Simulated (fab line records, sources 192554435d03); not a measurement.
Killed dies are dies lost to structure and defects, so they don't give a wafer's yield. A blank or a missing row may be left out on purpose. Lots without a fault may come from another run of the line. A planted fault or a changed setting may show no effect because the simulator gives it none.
Which tool did it? | flow n5_finfet | 13 lots, 38 wafers sampled, at 4 steps of a route of 1938

WHAT THE GAUGES READ, wafer by wafer
N5_ILD0_THK_MEAS_13.
lot  | measured    | on            | thk_nm (nm)
L623 | day 3 18:23 | film_metro-01 | 20.0 19.9 18.3
L626 | day 4 11:47 | film_metro-01 | 18.9 18.8 18.8
L628 | day 4 23:13 | film_metro-01 | 18.0 17.3
L631 | day 5 21:33 | film_metro-01 | 15.8 17.4 16.8
L632 | day 6 00:38 | film_metro-01 | 18.0 19.4 15.5
L633 | day 6 10:14 | film_metro-01 | 17.0 15.4 17.4
L634 | day 6 10:49 | film_metro-01 | 17.8 16.4 18.7
L636 | day 7 00:31 | film_metro-01 | 18.1 17.1 17.3
L637 | day 7 04:34 | film_metro-02 | 17.7 19.3 19.8
L638 | day 7 10:58 | film_metro-02 | 20.2 14.5 19.4
L643 | day 8 17:28 | film_metro-02 | 17.7 19.4 19.2
L644 | day 9 03:59 | film_metro-01 | 17.4 16.7 18.3
L646 | day 9 15:46 | film_metro-01 | 17.4 19.7 18.1

N5_SDB_INSPECT_13: inspects for defects (brightfield).
lot  | measured    | on                | raw_defect_count
L623 | day 3 18:50 | defect_inspect-01 | 40 55 36
L626 | day 4 12:21 | defect_inspect-02 | 52 42 34
L628 | day 4 23:46 | defect_inspect-01 | 74 107
L631 | day 5 21:59 | defect_inspect-01 | 50 44 77
L632 | day 6 01:13 | defect_inspect-02 | 90 59 90
L633 | day 6 10:41 | defect_inspect-02 | 70 42 61
L634 | day 6 11:15 | defect_inspect-01 | 37 85 69
L636 | day 7 00:57 | defect_inspect-02 | 172 70 50
L637 | day 7 05:01 | defect_inspect-02 | 75 38 28
L638 | day 7 11:25 | defect_inspect-01 | 48 47 39
L643 | day 8 17:54 | defect_inspect-02 | 29 54 69
L644 | day 9 04:34 | defect_inspect-01 | 95 155 72
L646 | day 9 16:13 | defect_inspect-02 | 46 41 25

WHICH TOOL RAN EACH LOT (tool, then ch and the chambers of the sampled wafers, then the start)
lot  | N5_ILD0_LINER_00                 | N5_SDB_COAT_03
L623 | ald_sin-04 ch 0,1,2, day 3 11:58 | litho_track-05 ch 0, day 3 18:32
L626 | ald_sin-02 ch 1,3, day 4 05:34   | litho_track-05 ch 0, day 4 11:56
L628 | ald_sin-01 ch 0,3, day 4 17:01   | litho_track-04 ch 0, day 4 23:21
L631 | ald_sin-02 ch 0,1,2, day 5 15:04 | litho_track-01 ch 0, day 5 21:42
L632 | ald_sin-02 ch 1,2,3, day 5 17:46 | litho_track-05 ch 0, day 6 00:47
L633 | ald_sin-04 ch 0,2,3, day 6 04:14 | litho_track-05 ch 0, day 6 10:22
L634 | ald_sin-01 ch 0,1,2, day 6 04:23 | litho_track-04 ch 0, day 6 10:57
L636 | ald_sin-04 ch 0,2,3, day 6 17:42 | litho_track-01 ch 0, day 7 00:40
L637 | ald_sin-04 ch 0,2, day 6 22:23   | litho_track-01 ch 0, day 7 04:43
L638 | ald_sin-04 ch 2,3, day 7 04:37   | litho_track-01 ch 0, day 7 11:07
L643 | ald_sin-01 ch 2,3, day 8 10:49   | litho_track-05 ch 0, day 8 17:36
L644 | ald_sin-02 ch 0,3, day 8 21:25   | litho_track-05 ch 0, day 9 04:08
L646 | ald_sin-04 ch 0,2, day 9 08:21   | litho_track-01 ch 0, day 9 15:55
- N5_ILD0_LINER_00: material SiNx, target thk 4 nm, pulse time 1 s, purge time 2 s.
- N5_SDB_COAT_03: time 60 s, resist thk 100 nm.

WHAT THE TOOLS THEMSELVES READ (means of the sampled wafers that have a number; where no wafer has one, the mark that the record gives instead)
N5_ILD0_LINER_00.
lot  | tool       | heater_power_w (W) | precursor_pulse_height_rel
L623 | ald_sin-04 | 796                | 0.996
L626 | ald_sin-02 | 894                | 0.990
L628 | ald_sin-01 | 867                | 0.978
L631 | ald_sin-02 | 814                | 1.010
L632 | ald_sin-02 | 839                | 1.003
L633 | ald_sin-04 | 812                | 0.989
L634 | ald_sin-01 | 846                | 1.002
L636 | ald_sin-04 | 815                | 1.005
L637 | ald_sin-04 | 776                | 1.006
L638 | ald_sin-04 | 795                | 1.003
L643 | ald_sin-01 | 857                | 1.007
L644 | ald_sin-02 | 828                | 1.004
L646 | ald_sin-04 | 794                | 1.009

N5_SDB_COAT_03.
lot  | tool           | chill_plate_temp_C (C) | heater_power_total_W (W) | plate_temp_C (C)
L623 | litho_track-05 | 22.87                  | 501.7                    | 250.12
L626 | litho_track-05 | 22.98                  | 500.3                    | 249.98
L628 | litho_track-04 | 22.97                  | 499.0                    | 250.03
L631 | litho_track-01 | 23.10                  | 498.8                    | 249.83
L632 | litho_track-05 | 23.09                  | 500.1                    | 250.09
L633 | litho_track-05 | 23.03                  | 499.5                    | 250.15
L634 | litho_track-04 | 22.89                  | 500.8                    | 250.11
L636 | litho_track-01 | 23.08                  | 501.1                    | 250.05
L637 | litho_track-01 | 23.27                  | 498.7                    | 249.92
L638 | litho_track-01 | 22.98                  | 501.8                    | 249.94
L643 | litho_track-05 | 22.91                  | 523.5                    | 259.91
L644 | litho_track-05 | 22.77                  | 526.3                    | 259.81
L646 | litho_track-01 | 22.93                  | 498.9                    | 250.04

THE ANSWER, worked out from the rows above alone
Rule: what is usual is taken from the lots themselves. Put in order of their means at a reading, lots are off if they are a third of the lots or fewer, leave a main group of 4 or more, and stand apart from it by a gap of 3 or more times the standard deviation of the main group's means; of several such gaps the widest counts. A main group whose means are all the same, to the digits that the tables above print for the reading, isn't used. A lot without any number at a reading at which 4 lots or more have one is off too. The other lots that the step has rows for count as sound. The gauges are gone through in route order, then the tools' own readings, and for those a lot's mean is taken as printed above. The first step at which some lot is off is used, and at that step the reading that is off furthest; a lot without a number counts as furthest.
Off: L643, L644, at N5_SDB_COAT_03 (plate_temp_C). The main group: mean 250.02 C, standard deviation 0.093.
A tool fits if, at that step or a process step before it, it ran every lot that is off, and no sound lot after the first of them. One fits: litho_track-05 at N5_SDB_COAT_03. Its last sound lot is L633 (day 6 10:22), its first lot that is off L643 (day 8 17:36): a fault that began between those two fits.
The tool's own readings at N5_SDB_COAT_03 bear it out: on the lots that are off they differ by more than 5 times the standard deviation of the sound lots' means. heater_power_total_W reads 524.9 W there against 500.1 W on the sound lots; plate_temp_C reads 259.86 C there against 250.02 C on the sound lots.

WHAT THE SIMULATOR HAD PUT IN
Process parameter drift: litho_track-05, from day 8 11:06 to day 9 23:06, at N5_SDB_COAT_03. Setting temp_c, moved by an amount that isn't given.
Lots struck among those shown: L643, L644. The rule above found the same.
